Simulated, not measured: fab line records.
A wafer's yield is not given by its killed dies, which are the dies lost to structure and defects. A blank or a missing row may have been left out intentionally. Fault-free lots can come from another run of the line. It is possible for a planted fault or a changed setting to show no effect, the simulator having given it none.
fab line records    flow nandHarc
record: lots: 6  wafers: 17  lastDay: 33
route steps=1302 shown A_SLIT@944 A_SIN_REMOVE@947 A_WL_FILL@952 END@1302
lots that met no fault: from a run of the same line without faults
startH: start of the lot's first displayed wafer, in hours after the record's first day    waitH: hours from the lot's prior step to this one    " the same as in the row above    L1.1+2: several wafers, shown together as one row    - no value present, or no start provided    * or withheld: withheld    < > ~ a bound
route shown NAME@n: names a module that has steps shown in the file, with the first one's number in the route    usual: mean/standard deviation taken from wafers without a fault    same: alike in all rows    chamber/n: place in a boat    sites: each site's reading    _std_site: the standard deviation of these    _edge_site: inner sites' mean taken away from outer sites' mean    radiusMm: for every site, how far away it sits from the centre of the wafer    mask NAME#n: copy n    behind: the most recent tool/chamber to have shaped the wafer    hold: why the lot went on hold/how many hours it stayed there/how the hold came to an end    device: the n, p or np transistor that did not switch    end of line: tests run on the same wafers once the route is complete    a step given without rows: its recipe and nothing more    killed: not the wafer's yield, but the dies lost to structure and defects at the first sort    map: per-die view of a wafer (x killed, . not killed, _ where there is no die)
set.NAME: setting as actually run; set.NAME@STEP: the setting as run at that earlier step    model.NAME: the simulator's own value behind a step, which no gauge read
lots at selected steps of the route; one table per step, one row per wafer
services: the hour from which a tool's chamber was out of use, counted from the record's first day as startH (under 0 if before that day), plus the number of hours and why
== steps ==
step: NHARC_A_SLIT_PRECLEAN_19
recipe: timeS: *  tempC: 50  bathAgeMin: 0  chemistry: SC1
step: NHARC_A_SLIT_SRD_20
step: NHARC_A_SLIT_CD_MEAS_21
usual: cdNm: 290.0/1
lot.wafer  tool      chamber  startH  waitH  cdNm
L443.1     cdSem-02  -        479.13  -      288.7
L443.2     "         -        "       "      288.5
L443.4     "         -        "       "      289.9
L448.2     cdSem-03  -        532.21  -      290.3
L448.4     "         -        "       "      289.7
L448.5     "         -        "       "      289.8
L451.1     cdSem-01  -        560.08  -      289.9
L451.2     "         -        "       "      289.4
L454.1     cdSem-01  -        598.28  -      289.3
L454.3     "         -        "       "      288.0
L454.4     "         -        "       "      286.9
L462.2     cdSem-01  -        662.92  -      286.9
L462.4     "         -        "       "      288.6
L462.6     "         -        "       "      288.5
L463.1     cdSem-02  -        688.53  -      289.6
L463.2     "         -        "       "      291.0
L463.6     "         -        "       "      290.3
step: NHARC_A_SIN_REMOVE_WET_00
recipe: tempC: 160  timeS: 15300  chemistry: H3PO4
step: NHARC_A_SIN_REMOVE_PRECLEAN_01
recipe: timeS: *  tempC: 50  bathAgeMin: 0  chemistry: SC1
step: NHARC_A_SIN_REMOVE_SRD_02
step: NHARC_A_SIN_REMOVE_INSPECT_04
usual: rawDefectCount: 383/77
lot.wafer  tool              chamber  startH  waitH  rawDefectCount
L443.1     defectInspect-02  -        485.70  0.0    300
L443.2     "                 -        "       "      371
L443.4     "                 -        "       "      277
L448.2     defectInspect-01  -        538.75  0.0    393
L448.4     "                 -        "       "      326
L448.5     "                 -        "       "      323
L451.1     defectInspect-01  -        567.67  0.0    393
L451.2     "                 -        "       "      441
L454.1     defectInspect-02  -        604.94  0.0    373
L454.3     "                 -        "       "      353
L454.4     "                 -        "       "      412
L462.2     defectInspect-01  -        669.15  0.0    348
L462.4     "                 -        "       "      384
L462.6     "                 -        "       "      431
L463.1     defectInspect-02  -        695.25  0.1    430
L463.2     "                 -        "       "      370
L463.6     "                 -        "       "      438
step: NHARC_A_WL_FILL_ALD_00
recipe: targetThkA: 30  pulseTimeS: 3  aldCycles: 30  tempC: 300  material: Al2O3
usual: heaterPowerOuterW: 257/23  heaterPowerW: 465/32  precursorPulseHeightRel: 0.997/0.017
lot.wafer  tool      chamber  startH  waitH  heaterPowerOuterW  heaterPowerW  precursorPulseHeightRel
L443.2     aldHk-01  0        485.80  0.1    241                446           0.984
L443.1     "         1        "       "      336                556           1.023
L443.4     "         2        "       "      274                461           1.002
L448.4     aldHk-02  0        538.87  0.1    273                472           0.993
L448.2     "         1        "       "      250                441           0.995
L448.5     "         3        "       "      262                477           1.021
L451.2     aldHk-02  0        567.78  0.1    274                466           0.971
L451.1     "         1        "       "      251                450           0.983
L454.1     aldHk-04  0        605.01  0.1    241                482           1.008
L454.3     "         1        "       "      241                439           1.007
L454.4     "         3        "       "      263                502           1.006
L462.4     aldHk-02  0        669.27  0.1    271                479           0.990
L462.2     "         1        "       "      249                458           1.002
L462.6     "         3        "       "      253                488           0.978
L463.2     aldHk-04  2        695.35  0.1    236                401           0.992
L463.1     "         0        "       "      237                460           1.002
L463.6     "         2        "       "      230                397           1.000
step: NHARC_A_WL_FILL_RTA_01
recipe: tempC: 1000  timeS: 5
usual: lampPowerPct: 29.6/0.67  wafer_temp_C_max: 1003.8/1.8
lot.wafer  tool          chamber  startH  waitH  lampPowerPct  wafer_temp_C_max
L443.1     rtpAnneal-02  0        486.06  -      30.2          1002.3
L443.2     "             0        "       "      30.3          1003.3
L443.4     "             0        "       "      30.3          1002.8
L448.2     rtpAnneal-02  0        539.10  -      30.2          1002.2
L448.4     "             0        "       "      30.3          1002.7
L448.5     "             0        "       "      30.2          1002.0
L451.1     rtpAnneal-02  0        567.99  -      30.2          1003.5
L451.2     "             0        "       "      30.3          1002.3
L454.1     rtpAnneal-02  0        605.28  -      30.3          1001.6
L454.3     "             0        "       "      30.3          1001.9
L454.4     "             0        "       "      30.3          1001.4
L462.2     rtpAnneal-01  0        669.50  -      28.9          1005.7
L462.4     "             0        "       "      28.9          1006.1
L462.6     "             0        "       "      28.9          1004.5
L463.1     rtpAnneal-01  0        695.59  -      28.9          1003.7
L463.2     "             0        "       "      28.9          1005.0
L463.6     "             0        "       "      28.9          1006.1
step: NHARC_A_WL_FILL_ALD_02
recipe: targetThkA: 20  pulseTimeS: 3  aldCycles: 100  tempC: 450  material: TiN
step: NHARC_A_WL_FILL_CVD_03
recipe: targetThkA: 400  tempC: 300  pressureTorr: 40  wf6FlowSccm: 40  h2FlowSccm: 1600  arFlowSccm: 1560  timeS: 279  material: W
usual: heaterPowerOuterW: 247/22  heaterPowerW: 454/30  throttleValvePct: 7.88/0.17
lot.wafer  tool     chamber  startH  waitH  heaterPowerOuterW  heaterPowerW  throttleValvePct
L443.2     cvdW-02  1        486.71  0.1    228                464           7.73
L443.1     "        0        "       "      235                427           8.10
L443.4     "        0        "       "      231                414           7.89
L448.2     cvdW-01  1        539.77  0.1    273                436           7.76
L448.4     "        1        "       "      278                455           7.82
L448.5     "        0        "       "      277                493           8.06
L451.2     cvdW-02  0        568.64  0.1    234                424           7.67
L451.1     "        1        "       "      220                461           7.54
L454.1     cvdW-02  0        605.93  0.1    232                425           7.81
L454.3     "        0        "       "      233                431           8.13
L454.4     "        1        "       "      223                448           7.83
L462.2     cvdW-01  0        670.18  0.1    277                501           8.05
L462.4     "        0        "       "      280                491           7.86
L462.6     "        1        "       "      253                422           8.04
L463.1     cvdW-02  1        696.24  0.1    245                490           7.74
L463.2     "        0        "       "      226                425           8.05
L463.6     "        0        "       "      223                424           7.51
step: NHARC_A_WL_FILL_ETCHBACK_04
recipe: targetDepthA: 600  timeS: 120  chemistry: NF3
usual: drypumpMotorCurrentA: 5.5/0.48  oesProductAu: 1.004/0.0083
lot.wafer  tool         chamber  startH  waitH  drypumpMotorCurrentA  oesProductAu  rfHoursCounterH
L443.2     rieMetal-02  0        487.11  0.3    5.0                   1.012         0.2
L443.1     "            1        "       "      5.2                   0.998         0.2
L443.4     "            1        "       "      5.2                   1.009         -
L448.2     rieMetal-03  0        540.13  0.3    5.2                   1.007         0.2
L448.4     "            1        "       "      6.3                   1.000         -
L448.5     "            0        "       "      5.2                   1.003         -
L451.2     rieMetal-01  1        569.00  0.3    5.2                   1.004         2.8
L451.1     "            0        "       "      6.1                   1.003         2.8
L454.1     rieMetal-02  0        606.30  0.3    5.1                   0.996         2.6
L454.3     "            0        "       "      5.1                   1.007         -
L454.4     "            1        "       "      5.2                   0.991         -
L462.2     rieMetal-03  0        670.53  0.3    5.2                   1.007         2.6
L462.4     "            1        "       "      6.3                   0.998         -
L462.6     "            0        "       "      5.2                   1.012         -
L463.1     rieMetal-01  0        696.61  0.3    6.1                   1.000         2.0
L463.2     "            1        "       "      5.2                   1.008         2.0
L463.6     "            1        "       "      5.2                   1.000         -
step: NHARC_A_WL_FILL_ETCHBACK_05
recipe: targetDepthA: 220  timeS: 60  tempC: 40  chemistry: Cl2/BCl3
usual: drypumpMotorCurrentA: 5.5/0.48  oesProductAu: 1.005/0.0083
lot.wafer  tool         chamber  startH  waitH  drypumpMotorCurrentA  oesProductAu  rfHoursCounterH
L443.1     rieMetal-02  1        487.35  0.2    5.2                   0.999         0.4
L443.2     "            0        "       "      5.1                   0.999         0.4
L443.4     "            1        "       "      5.2                   1.005         -
L448.2     rieMetal-03  0        540.33  0.2    5.2                   1.021         0.4
L448.4     "            0        "       "      5.2                   1.013         -
L448.5     "            0        "       "      5.2                   1.020         -
L451.1     rieMetal-01  1        569.24  0.2    5.2                   1.008         2.9
L451.2     "            0        "       "      6.1                   1.000         2.9
L454.1     rieMetal-02  0        606.56  0.2    5.1                   1.014         2.7
L454.4     "            1        "       "      5.2                   0.994         -
L454.3     "            0        "       "      5.0                   1.023         -
L462.2     rieMetal-03  0        670.75  0.2    5.2                   1.004         2.7
L462.4     "            0        "       "      5.2                   1.007         -
L462.6     "            0        "       "      5.2                   1.012         -
L463.2     rieMetal-01  0        696.85  0.2    6.1                   1.001         2.1
L463.1     "            1        "       "      5.2                   1.006         2.1
L463.6     "            0        "       "      6.1                   1.004         -
step: NHARC_A_WL_FILL_STRIP_27
recipe: powerW: 1500  tempC: 250  timeS: 20  chemistry: N2/H2
step: NHARC_A_WL_FILL_STRIP_28
recipe: timeS: 1200  tempC: 72.5  chemistry: postEtchResidueRemover
step: NHARC_A_WL_FILL_PRECLEAN_06
recipe: timeS: 300  chemistry: DIW
step: NHARC_A_WL_FILL_SRD_07
step: NHARC_A_WL_FILL_ANNEAL_08
recipe: tempC: 450  timeS: 1800
step: NHARC_A_WL_FILL_ALD_10
recipe: targetThkA: 500  pulseTimeS: 10  aldCycles: 500  tempC: 300  material: SiO2
usual: heaterPowerOuterW: 264/31  heaterPowerW: 472/38  precursorPulseHeightRel: 0.999/0.022
lot.wafer  tool      chamber  startH  waitH  hold                     heaterPowerOuterW  heaterPowerW  precursorPulseHeightRel
L443.1     aldHk-01  1        493.60  0.1    -                        342                568           1.009
L443.4     "         3        494.62  1.1    -                        253                454           1.005
L443.2     "         0        "       "      -                        240                455           0.972
L448.2     aldHk-02  3        546.24  0.1    -                        265                507           1.032
L448.4     "         2        547.81  1.6    -                        230                435           0.990
L448.5     "         3        "       "      -                        255                480           1.001
L451.2     aldHk-04  2        579.75  2.9    awaitDispo/1.2h/release  255                436           0.992
L451.1     "         0        580.76  3.9    awaitDispo/1.2h/release  243                463           0.996
L454.1     aldHk-01  3        619.18  6.0    awaitDispo/1.6h/release  266                460           0.975
L454.3     "         1        621.23  8.1    awaitDispo/1.6h/release  332                577           1.030
L454.4     "         2        622.25  9.1    awaitDispo/1.6h/release  283                488           1.006
L462.4     aldHk-01  3        679.16  1.1    -                        270                453           1.003
L462.2     "         1        681.25  3.2    -                        335                541           0.990
L462.6     "         3        683.33  5.3    -                        262                449           0.995
L463.1     aldHk-02  2        702.08  0.1    -                        238                443           0.972
L463.2     "         1        703.62  1.6    -                        246                452           1.056
L463.6     "         3        704.65  2.6    -                        257                478           0.978
step: NHARC_END_SORT_01
recipe: tempC: 25
usual: killedAtArray: 58/20  killedAtOther: 1.0/1.2  killedAtPeriphery: 4.1/3  killedDies: 63/20  killedOpen: 3.2/1.7  killedShort: 2.5/1.5
same: grossDies: 677
lot.wafer  tool       chamber  startH  waitH  hold                     killedAtArray  killedAtOther  killedAtPeriphery  killedDies  killedOpen  killedShort
L443.1     prober-01  0        587.53  2.6    -                        62             0              4                  66          5           0
L443.2     prober-01  0        588.34  2.9    -                        61             3              11                 75          7           2
L443.4     prober-01  0        589.94  3.4    -                        59             0              8                  67          2           3
L448.2     prober-01  0        633.35  2.8    -                        73             0              4                  77          7           3
L448.4     prober-01  0        634.96  3.4    -                        70             0              7                  77          5           4
L448.5     prober-01  0        635.77  3.7    -                        70             0              3                  73          3           3
L451.1     prober-01  0        700.49  2.5    awaitDispo/1.2h/release  67             0              9                  76          1           2
L451.2     prober-01  0        701.28  2.8    awaitDispo/1.2h/release  670            2              5                  677         4           3
L454.1     prober-01  0        740.02  2.5    awaitDispo/3.2h/release  674            1              2                  677         3           3
L454.3     prober-01  0        741.62  3.1    awaitDispo/3.2h/release  674            0              3                  677         4           2
L454.4     prober-01  0        742.42  3.4    awaitDispo/3.2h/release  59             1              4                  64          3           2
L462.2     prober-02  0        777.07  2.8    -                        61             1              1                  63          6           2
L462.4     prober-02  0        778.70  3.5    -                        79             2              2                  83          7           3
L462.6     prober-02  0        780.33  4.1    -                        64             0              2                  66          3           5
L463.1     prober-02  0        786.10  2.5    -                        48             1              0                  49          2           2
L463.2     prober-02  0        786.90  2.8    -                        49             0              0                  49          3           2
L463.6     prober-02  0        790.11  4.0    -                        38             1              1                  40          2           1
killed by level:class
L443.1 A_CHANNEL_HOLE_D1:chamberFilmFlake=30 A_CHANNEL_HOLE_D2:chamberFilmFlake=20 P_M1:chamberFilmFlake=4 A_CHANNEL_FILL_D1:geometricParticle:open=2 A_CHANNEL_FILL_D1:chamberFilmFlake=2 A_STAIRCASE:chamberFilmFlake=2 A_ONON_D2:geometricParticle:open=1 A_WL_FILL:geometricParticle:open=1
L443.2 A_CHANNEL_HOLE_D2:chamberFilmFlake=27 A_CHANNEL_HOLE_D1:chamberFilmFlake=24 P_M1:chamberFilmFlake=3 THIN_TSV:chamberFilmFlake=3 P_ZERO_WELL:chamberFilmFlake=2 A_CONTACT:chamberFilmFlake=2 P_STI:geometricParticle:open=1 P_GATE:geometricParticle:open=1
L443.4 A_CHANNEL_HOLE_D2:chamberFilmFlake=30 A_CHANNEL_HOLE_D1:chamberFilmFlake=17 A_CONTACT:chamberFilmFlake=4 P_GATE:chamberFilmFlake=3 P_M1:chamberFilmFlake=3 P_M0:geometricParticle:open=1 P_M0:geometricParticle:short=1 A_CHANNEL_FILL_D2:geometricParticle:short=1
L448.2 A_SLIT:chamberFilmFlake=29 A_CHANNEL_HOLE_D2:chamberFilmFlake=19 A_CHANNEL_HOLE_D1:chamberFilmFlake=5 P_BONDPAD:chamberFilmFlake=3 A_CHANNEL_FILL_D2:chamberFilmFlake=3 A_WL_FILL:chamberFilmFlake=3 A_BONDPAD:chamberFilmFlake=3 A_M0:geometricParticle:open=2
L448.4 A_SLIT:chamberFilmFlake=27 A_CHANNEL_HOLE_D2:chamberFilmFlake=24 P_BONDPAD:chamberFilmFlake=4 A_CHANNEL_HOLE_D1:chamberFilmFlake=4 A_CHANNEL_FILL_D2:chamberFilmFlake=3 A_BONDPAD:chamberFilmFlake=2 P_M1:geometricParticle:open=1 A_DECK1_JOINT:geometricParticle:short=1
L448.5 A_SLIT:chamberFilmFlake=29 A_CHANNEL_HOLE_D2:chamberFilmFlake=24 A_CHANNEL_HOLE_D1:chamberFilmFlake=6 A_ONON_D1:geometricParticle:short=1 A_CHANNEL_FILL_D1:geometricParticle:open=1 A_CHANNEL_FILL_D2:geometricParticle:open=1 A_CHANNEL_FILL_D2:geometricParticle:short=1 A_CONTACT:geometricParticle:open=1
L451.1 A_SLIT:chamberFilmFlake=32 A_CHANNEL_HOLE_D2:chamberFilmFlake=12 A_CHANNEL_HOLE_D1:chamberFilmFlake=8 A_CONTACT:chamberFilmFlake=8 P_STI:chamberFilmFlake=6 A_STAIRCASE:chamberFilmFlake=4 P_CONTACT:geometricParticle:short=1 P_CONTACT:geometricParticle:open=1
L451.2 A_WL_FILL:areaCvd=601 A_SLIT:chamberFilmFlake=35 A_CHANNEL_HOLE_D2:chamberFilmFlake=11 A_CONTACT:chamberFilmFlake=8 A_CHANNEL_HOLE_D1:chamberFilmFlake=6 A_ONON_D2:geometricParticle:open=2 P_ZERO_WELL:chamberFilmFlake=2 THIN_TSV:chamberFilmFlake=2
L454.1 A_WL_FILL:areaCvd=626 A_SLIT:chamberFilmFlake=22 A_STAIRCASE:chamberFilmFlake=8 A_CHANNEL_HOLE_D1:chamberFilmFlake=8 A_CHANNEL_FILL_D1:chamberFilmFlake=3 P_M0:geometricParticle:open=1 A_SOURCE_PLATE:geometricParticle:short=1 A_DECK1_JOINT:geometricParticle:open=1
L454.3 A_WL_FILL:areaCvd=613 A_SLIT:chamberFilmFlake=34 A_CHANNEL_HOLE_D1:chamberFilmFlake=13 A_STAIRCASE:chamberFilmFlake=6 A_CONTACT:chamberFilmFlake=4 P_STI:geometricParticle:open=1 P_CONTACT:geometricParticle:short=1 A_DECK1_JOINT:geometricParticle:open=1
L454.4 A_SLIT:chamberFilmFlake=33 A_CHANNEL_HOLE_D1:chamberFilmFlake=9 A_CONTACT:chamberFilmFlake=6 A_STAIRCASE:chamberFilmFlake=4 A_WL_FILL:chamberFilmFlake=3 P_GATE:chamberFilmFlake=2 P_GATE:geometricParticle:open=1 A_ONON_D1:geometricParticle:open=1
L462.2 A_CHANNEL_HOLE_D2:chamberFilmFlake=25 A_CHANNEL_HOLE_D1:chamberFilmFlake=17 A_SLIT:chamberFilmFlake=6 A_DECK1_JOINT:geometricParticle:open=3 A_CHANNEL_HOLE_D2:geometricParticle:open=2 A_CONTACT:chamberFilmFlake=2 A_ONON_D1:geometricParticle:short=1 A_CHANNEL_FILL_D2:geometricParticle:short=1
L462.4 A_CHANNEL_HOLE_D2:chamberFilmFlake=33 A_CHANNEL_HOLE_D1:chamberFilmFlake=19 A_SLIT:chamberFilmFlake=9 A_CONTACT:chamberFilmFlake=7 A_ONON_D1:geometricParticle:open=2 A_SGD_CUT:chamberFilmFlake=2 THIN_TSV:chamberFilmFlake=2 P_M2:geometricParticle:open=1
L462.6 A_CHANNEL_HOLE_D2:chamberFilmFlake=21 A_CHANNEL_HOLE_D1:chamberFilmFlake=15 A_SLIT:chamberFilmFlake=8 A_CONTACT:chamberFilmFlake=6 A_SGD_CUT:chamberFilmFlake=4 A_M0:geometricParticle:open=2 A_STAIRCASE:chamberFilmFlake=2 P_CONTACT:geometricParticle:short=1
L463.1 A_SLIT:chamberFilmFlake=38 A_ZERO_WELL:chamberFilmFlake=2 A_CONTACT:chamberFilmFlake=2 A_CHANNEL_HOLE_D1:geometricParticle:short=1 A_CHANNEL_FILL_D1:geometricParticle:open=1 A_SGD_CUT:geometricParticle:short=1 A_CONTACT:geometricParticle:open=1 A_CHANNEL_HOLE_D2:chamberFilmFlake=1
L463.2 A_SLIT:chamberFilmFlake=36 A_CONTACT:chamberFilmFlake=6 A_CHANNEL_FILL_D1:geometricParticle:open=2 A_STAIRCASE:geometricParticle:short=1 A_WL_FILL:geometricParticle:open=1 A_M0:geometricParticle:short=1 A_ZERO_WELL:chamberFilmFlake=1 A_STAIRCASE:chamberFilmFlake=1
L463.6 A_SLIT:chamberFilmFlake=29 A_CONTACT:chamberFilmFlake=2 P_M0:geometricParticle:open=1 A_CHANNEL_FILL_D2:geometricParticle:short=1 A_SGD_CUT:geometricParticle:open=1 A_ZERO_WELL:chamberFilmFlake=1 A_CHANNEL_HOLE_D1:chamberFilmFlake=1 A_DECK1_JOINT:chamberFilmFlake=1
map L451.2 (x killed, . not)
____________x____________
_________xxxxxxx_________
_______xxxxxxxxxxx_______
______xxxxxxxxxxxxx______
_____xxxxxxxxxxxxxxx_____
____xxxxxxxxxxxxxxxxx____
____xxxxxxxxxxxxxxxxx____
___xxxxxxxxxxxxxxxxxxx___
___xxxxxxxxxxxxxxxxxxx___
__xxxxxxxxxxxxxxxxxxxxx__
__xxxxxxxxxxxxxxxxxxxxx__
_xxxxxxxxxxxxxxxxxxxxxxx_
_xxxxxxxxxxxxxxxxxxxxxxx_
_xxxxxxxxxxxxxxxxxxxxxxx_
_xxxxxxxxxxxxxxxxxxxxxxx_
_xxxxxxxxxxxxxxxxxxxxxxx_
xxxxxxxxxxxxxxxxxxxxxxxxx
xxxxxxxxxxxxxxxxxxxxxxxxx
xxxxxxxxxxxxxxxxxxxxxxxxx
xxxxxxxxxxxxxxxxxxxxxxxxx
xxxxxxxxxxxxxxxxxxxxxxxxx
_xxxxxxxxxxxxxxxxxxxxxxx_
_xxxxxxxxxxxxxxxxxxxxxxx_
_xxxxxxxxxxxxxxxxxxxxxxx_
_xxxxxxxxxxxxxxxxxxxxxxx_
_xxxxxxxxxxxxxxxxxxxxxxx_
__xxxxxxxxxxxxxxxxxxxxx__
__xxxxxxxxxxxxxxxxxxxxx__
___xxxxxxxxxxxxxxxxxxx___
___xxxxxxxxxxxxxxxxxxx___
____xxxxxxxxxxxxxxxxx____
____xxxxxxxxxxxxxxxxx____
_____xxxxxxxxxxxxxxx_____
______xxxxxxxxxxxxx______
_______xxxxxxxxxxx_______
_________xxxxxxx_________
____________x____________
map L454.1 (x killed, . not)
____________x____________
_________xxxxxxx_________
_______xxxxxxxxxxx_______
______xxxxxxxxxxxxx______
_____xxxxxxxxxxxxxxx_____
____xxxxxxxxxxxxxxxxx____
____xxxxxxxxxxxxxxxxx____
___xxxxxxxxxxxxxxxxxxx___
___xxxxxxxxxxxxxxxxxxx___
__xxxxxxxxxxxxxxxxxxxxx__
__xxxxxxxxxxxxxxxxxxxxx__
_xxxxxxxxxxxxxxxxxxxxxxx_
_xxxxxxxxxxxxxxxxxxxxxxx_
_xxxxxxxxxxxxxxxxxxxxxxx_
_xxxxxxxxxxxxxxxxxxxxxxx_
_xxxxxxxxxxxxxxxxxxxxxxx_
xxxxxxxxxxxxxxxxxxxxxxxxx
xxxxxxxxxxxxxxxxxxxxxxxxx
xxxxxxxxxxxxxxxxxxxxxxxxx
xxxxxxxxxxxxxxxxxxxxxxxxx
xxxxxxxxxxxxxxxxxxxxxxxxx
_xxxxxxxxxxxxxxxxxxxxxxx_
_xxxxxxxxxxxxxxxxxxxxxxx_
_xxxxxxxxxxxxxxxxxxxxxxx_
_xxxxxxxxxxxxxxxxxxxxxxx_
_xxxxxxxxxxxxxxxxxxxxxxx_
__xxxxxxxxxxxxxxxxxxxxx__
__xxxxxxxxxxxxxxxxxxxxx__
___xxxxxxxxxxxxxxxxxxx___
___xxxxxxxxxxxxxxxxxxx___
____xxxxxxxxxxxxxxxxx____
____xxxxxxxxxxxxxxxxx____
_____xxxxxxxxxxxxxxx_____
______xxxxxxxxxxxxx______
_______xxxxxxxxxxx_______
_________xxxxxxx_________
____________x____________
== services ==
tool         chamber  startH  hours  kind
rieMetal-02  0        463.00  -      clean
rieMetal-02  1        463.00  -      clean
aldHk-01     -        474.69  10.0   pm
aldHk-01     0        474.69  10.0   ventCycle
aldHk-01     1        474.69  10.0   ventCycle
rieMetal-01  -        503.86  0.7    repair
rieMetal-03  -        519.00  9.0    pm
aldHk-02     -        528.48  10.0   pm
aldHk-02     0        528.48  10.0   ventCycle
aldHk-02     1        528.48  10.0   ventCycle
aldHk-02     2        528.48  10.0   ventCycle
aldHk-02     3        528.48  10.0   ventCycle
aldHk-02     0        538.48  -      clean
aldHk-02     1        538.48  -      clean
aldHk-02     2        538.48  -      clean
aldHk-02     3        538.48  -      clean
cvdW-01      -        548.10  13.0   pm
rieMetal-01  -        575.03  9.0    pm
rieMetal-02  1        575.61  21.2   repair
cvdW-01      -        630.11  0.7    repair
rieMetal-02  -        631.00  9.0    pm
cvdW-02      -        631.48  13.0   pm
aldHk-04     -        646.70  1.0    repair
rieMetal-03  -        696.00  9.0    pm
== key ==
firstSign: step: NHARC_END_SORT_01  reading: killedDies  direction: up  sigmas: 31  usual: 63  struck: 677
effect: step: NHARC_END_SORT_01  reading: killedAtArray  direction: up  sigmas: 31  usual: 58  struck: 673
moreKillsBornAt: NHARC_A_WL_FILL_CVD_03@cvdW-02: 1840
metAt NHARC_A_WL_FILL_CVD_03
struckWafers L451.2,L454.1,L454.3
laterRowsLeftOut L451.2,L454.1,L454.3
testerLeftOut L451,L454
onsetBetween 486.71 568.64
fault: kind: processParameterDrift  tool: cvdW-02  chamber: 0  onsetH: 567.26  steps: NHARC_A_WL_FILL_CVD_03  channel: targetThkA  offset: *  shape: step  endH: 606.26  actsIn: *  stated: *
testerLeftOut: of these lots the tester's yield and bins aren't shown, on N5 and GAA mostly nor the transistor test; their killed dies are dies lost to structure and defects alone, not to doping, threshold or leakage, so they don't give the yield
laterRowsLeftOut: the simulator's readings of these wafers behind a module that went badly wrong aren't trusted and aren't shown, but for the sort
